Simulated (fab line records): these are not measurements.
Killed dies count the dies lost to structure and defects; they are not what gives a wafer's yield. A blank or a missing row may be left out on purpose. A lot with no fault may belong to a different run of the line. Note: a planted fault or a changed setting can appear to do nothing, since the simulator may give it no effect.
Struck lot and sound lot, side by side || flow n5_finfet || 44 out of 1938 route steps
Sound: wafers L926.3, L926.4, L926.6. Struck: wafer L936.6. (L936.3, L936.5 of the same lot were not struck and are left out.) The cause comes at the end.
Per side, at each step with rows, come the tool, then ch with its chambers, and then its first start. Under that, the readings that differ: sound wafers || struck wafers || difference of the means || sigmas: that difference in standard deviations of wafers without a fault.
alike: readings with means less than 2 such deviations apart, plus words and numbers identical on both sides. not compared: withheld readings, readings lacking a value on some wafer, bounds such as >300 that could conceal the same value, and numbers that have no deviation in the record and whose values overlap.
Wherever a step has rows on one side only, a row that says differs or no value, or a row with sigmas, the two part there. Numbers that don't overlap but have no deviation are shown without sigmas and don't part them. A reading that every wafer of one side lacks parts them only if that side has two wafers or more.

N5_BEOL_M14_PRE_CLEAN_42: time 30 s.
  sound on pvd_sputter-02, day 13 09:22; struck on pvd_sputter-02, day 16 00:33
  alike: heater_power_w
then, 5 steps without rows for these wafers: N5_BEOL_M14_SPUTTER_43 (material TaN, target thk 15 nm, time 24.19 s); N5_BEOL_M14_SPUTTER_44 (material Ta, target thk 15 nm, time 24.19 s); N5_BEOL_M14_SPUTTER_45 (material Cu, target thk 100 nm, time 16.67 s); N5_BEOL_M14_ECD_47 (material Cu, target thk 1248 nm); N5_BEOL_M14_ANNEAL_48 (time 90 s).
N5_BEOL_M14_CMP_49: polishes, stops on SiO2, t overpolish 5.2 s, target thk 560 nm.
  sound on cmp-02 ch 0,2,3, day 13 10:10; struck on cmp-02 ch 3, day 16 01:21
  alike: barrier_field_endpoint_s, motor_current_A, overpolish_run_s, time_to_endpoint_s
N5_BEOL_M14_THK_MEAS_50: measures by xrf.
  sound on film_metro-02, day 13 10:28; struck on film_metro-01, day 16 01:39
  alike: M14_THK
then, 1 step without rows for these wafers: N5_BEOL_M14_PRE_CLEAN_52 (time 15 s).
N5_BEOL_M14_DEP_53: deposits SiCN from 3MS/NH3, target thk 50 nm, time 17.8 s.
  sound on pecvd-02 ch 0,1,2, day 13 10:32; struck on pecvd-04 ch 2, day 16 01:43
  alike: showerhead_plenum_p_Torr, throttle_valve_pct
N5_BEOL_M14_RS_MEAS_54: uses a four-point probe to measure.
  sound on film_metro-02, day 13 10:37; struck on film_metro-02, day 16 01:47
  alike: M14_RS
N5_BEOL_M14_INSPECT_55: inspects for defects (darkfield).
  sound on defect_inspect-02, day 13 10:38; struck on defect_inspect-01, day 16 01:48
  alike: raw_defect_count
N5_BEOL_M15_ILD_DEP_00: deposits SiO2 from TEOS/O2, target thk 1629.3 nm, time 346.1 s.
  sound on pecvd-03 ch 0,1, day 13 10:47; struck on pecvd-03 ch 0, day 16 01:50
  alike: heater_power_w, showerhead_plenum_p_Torr, throttle_valve_pct
N5_BEOL_M15_THK_MEAS_01:
  sound on film_metro-02, day 13 11:02; struck on film_metro-02, day 16 02:05
  alike: M15_ILD_THK
then, 8 steps without rows for these wafers: N5_BEOL_M15_COAT_58 (time 60 s, resist thk 89 nm); N5_BEOL_M15_COAT_04 (resist thk 800 nm); N5_BEOL_M15_EBR_06; N5_BEOL_M15_SOFTBAKE_05 (time 60 s); N5_BEOL_M15_EXPOSE_07 (exposes mask V14); N5_BEOL_M15_PEB_08 (peb time 90 s); N5_BEOL_M15_DEVELOP_09 (develop time 45 s); N5_BEOL_M15_HARDBAKE_14 (time 120 s).
N5_BEOL_M15_CD_MEAS_10: target cd 360 nm.
  sound on cd_sem-02 ch 0, day 13 11:20; struck on cd_sem-02 ch 0, day 16 02:31
  alike: cd_nm
N5_BEOL_M15_OVL_MEAS_11:
  sound on overlay-01 ch 0, day 13 11:22; struck on overlay-01 ch 0, day 16 02:33
  alike: V14_OVL
N5_BEOL_M15_INSPECT_12: inspects for defects (macro).
  sound on defect_inspect-01, day 13 11:23; struck on defect_inspect-02, day 16 02:34
{"reading": "raw_defect_count", "sound": "1 2 2", "struck": 14, "difference": "+12", "sigmas": "+8"}
then, 1 step without rows for these wafers: N5_BEOL_M15_DESCUM_15 (chemistry O2, time 7.9 s).
N5_BEOL_M15_ETCH_59: etches BARC in N2/H2, target depth 89 nm, overetch 26.7 nm, time 67.9 s.
  sound on rie_diel-01 ch 0,1,2, day 13 11:28; struck on rie_diel-04 ch 2, day 16 02:38
  alike: drypump_motor_current_A, oes_product_au, rf_vpp_V, showerhead_plenum_p_Torr, throttle_valve_pct
  not compared: rf_hours_counter_h
then, 1 step without rows for these wafers: N5_BEOL_M15_VIA_ETCH_16 (etches SiO2 in C4F8/O2/Ar, target depth 1792.2 nm).
N5_BEOL_M15_STRIP_63: strips in O2.
  sound: rie_diel-01 ch 0,1,2; struck: rie_diel-04 ch 2
  alike: drypump_motor_current_A, oes_product_au, rf_vpp_V, showerhead_plenum_p_Torr, throttle_valve_pct
  not compared: rf_hours_counter_h
then, 3 steps without rows for these wafers: N5_BEOL_M15_STRIP_64 (strips in O2); N5_BEOL_M15_STRIP_65 (strips in post etch residue remover, time 60 s); N5_BEOL_M15_SRD_66 (time 30 s, dry time 30 s).
N5_BEOL_M15_CD_MEAS_17: target cd 360 nm.
  sound on cd_sem-01, day 13 11:55; struck on cd_sem-01, day 16 03:06
  alike: cd_nm
then, 9 steps without rows for these wafers: N5_BEOL_M15_COAT_56 (time 60 s, resist thk 550 nm); N5_BEOL_M15_ETCH_57 (etches SOC in N2/H2, time 750 s); N5_BEOL_M15_COAT_60 (time 60 s, resist thk 89 nm); N5_BEOL_M15_COAT_22 (resist thk 800 nm); N5_BEOL_M15_EBR_24; N5_BEOL_M15_SOFTBAKE_23 (time 60 s); N5_BEOL_M15_EXPOSE_25 (exposes mask M15, target cd 400 nm); N5_BEOL_M15_PEB_26 (peb time 90 s); N5_BEOL_M15_DEVELOP_27 (develop time 45 s).
N5_BEOL_M15_INSPECT_30: inspects for defects (macro).
  sound on defect_inspect-02, day 13 13:04; struck on defect_inspect-01, day 16 04:32
{"reading": "raw_defect_count", "sound": "0 0 2", "struck": 13, "difference": "+12", "sigmas": "+8"}
N5_PASSIVATION_PROBE_49:
  the record has rows for the struck wafers here (prober-02, day 16 23:27) and none for the sound ones

== WHERE THEY PART ==
Last at N5_PASSIVATION_PROBE_49 as far as this record goes, first at N5_BEOL_M15_INSPECT_12.

WHY: what had been put in by the simulator
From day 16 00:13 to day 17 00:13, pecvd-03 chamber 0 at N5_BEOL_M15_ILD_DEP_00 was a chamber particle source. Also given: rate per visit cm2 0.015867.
